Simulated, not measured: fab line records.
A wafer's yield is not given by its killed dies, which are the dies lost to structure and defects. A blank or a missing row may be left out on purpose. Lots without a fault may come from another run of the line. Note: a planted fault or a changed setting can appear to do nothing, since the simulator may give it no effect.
Split-lot trial + flow n5Finfet + route with 1938 steps; 7 lots, 21 wafers read

## ABOUT THE SPLIT
At N5_BEOL_M4_EXPOSE_08 (exposes mask M4), the setting doseMj was moved away from the recipe's 41.25 on 8 of the 21 wafers read, by -5.4% to +6.6%. The other wafers ran this setting at the recipe's value.

## FROM THE SPLIT TO THE READING: what the file shows between them, 18 steps
- N5_BEOL_M4_PEB_09: peb time 60 s
- N5_BEOL_M4_DEVELOP_10: develop time 30 s
- N5_BEOL_M4_CD_MEAS_11: target cd 16.79 nm
- N5_BEOL_M4_DESCUM_16: chemistry O2, time 7 s (also split here: timeS)
- N5_BEOL_M4_ETCH_74: etches underlayer in N2/H2, target depth 6.5 nm, time 5.2 s
- N5_BEOL_M4_ETCH_63: etches SiARC in CF4, target depth 15.6 nm, time 26 s
- N5_BEOL_M4_ETCH_64: etches SOC in N2/H2, target depth 75 nm, overetch 22.5 nm, time 121.9 s
- N5_BEOL_M4_STRIP_65: strips in N2/H2
- N5_BEOL_M4_STRIP_75: strips in N2/H2
- N5_BEOL_M4_STRIP_66: strips in CF4
- N5_BEOL_M4_HM_OPEN_17: chemistry Cl2/BCl3, target TiN, target depth 20 nm, overetch 6 nm
- N5_BEOL_M4_STRIP_19: strips in O2
- N5_BEOL_M4_CD_MEAS_18: pitch 36 nm, target cd 18 nm
- N5_BEOL_M4_TRENCH_ETCH_37: etches SiOC in C4F6/O2, target depth 55.555 nm, time 29.2 s (also split here: biasW)
- N5_BEOL_M4_ETCH_41: etches SiCN in CH3F/O2, target depth 29.9 nm, time 52.5 s
- N5_BEOL_M4_STRIP_97: strips in N2/H2, time 10 s
- N5_BEOL_M4_PRECLEAN_42: cleans in residue remover, time 60 s
- N5_BEOL_M4_SRD_43: time 30 s

## THE READING
cdNm, in nm, at N5_BEOL_M4_CD_MEAS_35 (target cd 18 nm, target cd y 22.4 nm). A value of 18.0 nm with a standard deviation of 0.35 nm is what fault-free wafers of this fab line usually give.

| wafer  | tool, chamber at the split | doseMj as run | against the recipe | cdNm, nm | against lot-mates on the recipe |
|--------|----------------------------|---------------|--------------------|----------|---------------------------------|
| L075.1 | euvScanner-01, 0           | 41.25         | recipe             | 17.9     | -                               |
| L075.2 | euvScanner-01, 0           | 43.73         | +6.0%              | 18.6     | +0.9                            |
| L075.4 | euvScanner-01, 0           | 41.25         | recipe             | 17.5     | -                               |
| L081.1 | euvScanner-01, 0           | 40.38         | -2.1%              | 17.6     | -0.5                            |
| L081.3 | euvScanner-01, 0           | 41.25         | recipe             | 18.1     | -                               |
| L081.6 | euvScanner-01, 0           | 40.38         | -2.1%              | 17.5     | -0.6                            |
| L083.2 | euvScanner-01, 0           | 39.03         | -5.4%              | 17.4     | -1.1                            |
| L083.5 | euvScanner-01, 0           | 41.25         | recipe             | 18.7     | -                               |
| L083.6 | euvScanner-01, 0           | 41.25         | recipe             | 18.2     | -                               |
| L084.1 | euvScanner-01, 0           | 41.25         | recipe             | 17.5     | -                               |
| L084.2 | euvScanner-01, 0           | 43.99         | +6.6%              | 19.1     | +1.6                            |
| L084.4 | euvScanner-01, 0           | 43.99         | +6.6%              | 19.3     | +1.8                            |
| L085.4 | euvScanner-01, 0           | 41.25         | recipe             | 17.9     | -                               |
| L085.5 | euvScanner-01, 0           | 41.25         | recipe             | 17.8     | -                               |
| L085.6 | euvScanner-01, 0           | 41.25         | recipe             | 17.9     | -                               |
| L089.3 | euvScanner-02, 0           | 42.04         | +1.9%              | 18.4     | +0.2                            |
| L089.4 | euvScanner-02, 0           | 41.25         | recipe             | 18.2     | -                               |
| L089.5 | euvScanner-02, 0           | 42.04         | +1.9%              | 18.7     | +0.5                            |
| L091.1 | euvScanner-02, 0           | 41.25         | recipe             | 18.6     | -                               |
| L091.3 | euvScanner-02, 0           | 41.25         | recipe             | 18.1     | -                               |
| L091.5 | euvScanner-02, 0           | 41.25         | recipe             | 18.2     | -                               |

FIT RESULTS
A straight line over all 21 wafers: cdNm changes by +0.154 nm for each +1% of doseMj; r = +0.81; the points scatter about the line by 0.32 nm.
The same after taking each lot's own level away (the mean of its wafers on the recipe; 21 wafers): +0.22 nm for each +1%; r = +0.95; scatter 0.2 nm.
According to that fit, moving doseMj by its largest amount changes the reading by 1.5 nm.
Measured against the standard deviation above, the lots' own levels, which go from 17.50 to 18.45 nm, span 2.7 times it.
Hence the slope depends on the lot-to-lot level, as the two fits are not the same.
Check: with one of the wafers moved furthest among these (+6.6%) left out of the fit, the line predicts +1.41 nm for it against its lot-mates. It came out at +1.6 nm against them.

## OTHER SPLITS APPLIED TO THESE WAFERS
Note: prior to the reading, these wafers also went through further splits. Each is held against what the fit with the lots' levels taken away leaves over:
| other split on the same wafers  | wafers away from the commonest value | r with cdNm (lot level and that fit taken away) |
|---------------------------------|--------------------------------------|-------------------------------------------------|
| N5_BEOL_M4_DESCUM_16 timeS      | 10                                   | -0.04                                           |
| N5_BEOL_M4_TRENCH_ETCH_37 biasW | 5                                    | +0.57                                           |

## THE WHOLE CHAIN: every reading that the file lists as answering this split, in the file's order
| step                  | what it does                                                            | reading                                                             | change (the file's fit)               | r (the file's) |
|-----------------------|-------------------------------------------------------------------------|---------------------------------------------------------------------|---------------------------------------|----------------|
| N5_BEOL_M4_CD_MEAS_11 | target cd 16.79 nm                                                      | cdNm                                                                | +0.232 nm for each +1% of the setting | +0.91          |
| N5_BEOL_M4_ETCH_74    | etches underlayer in N2/H2, target depth 6.5 nm, time 5.2 s             | BEOL_M4.cdOffsetNm (the simulator's own value, which no gauge read) | +0.186 nm for each +1% of the setting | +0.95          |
| N5_BEOL_M4_ETCH_63    | etches SiARC in CF4, target depth 15.6 nm, time 26 s                    | BEOL_M4.cdOffsetNm (the simulator's own value, which no gauge read) | +0.185 nm for each +1% of the setting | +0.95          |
| N5_BEOL_M4_ETCH_64    | etches SOC in N2/H2, target depth 75 nm, overetch 22.5 nm, time 121.9 s | BEOL_M4.cdOffsetNm (the simulator's own value, which no gauge read) | +0.205 nm for each +1% of the setting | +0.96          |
| N5_BEOL_M4_HM_OPEN_17 | chemistry Cl2/BCl3, target TiN, target depth 20 nm, overetch 6 nm       | BEOL_M4.cdOffsetNm (the simulator's own value, which no gauge read) | +0.207 nm for each +1% of the setting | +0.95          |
| N5_BEOL_M4_CD_MEAS_18 | pitch 36 nm, target cd 18 nm                                            | cdNm                                                                | +0.188 nm for each +1% of the setting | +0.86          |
| N5_BEOL_M4_CD_MEAS_35 | target cd 18 nm, target cd y 22.4 nm                                    | cdNm                                                                | +0.201 nm for each +1% of the setting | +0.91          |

## THE FILE'S OWN FIT
cdNm changes by +0.201 nm for each +1% of doseMj, r = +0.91.
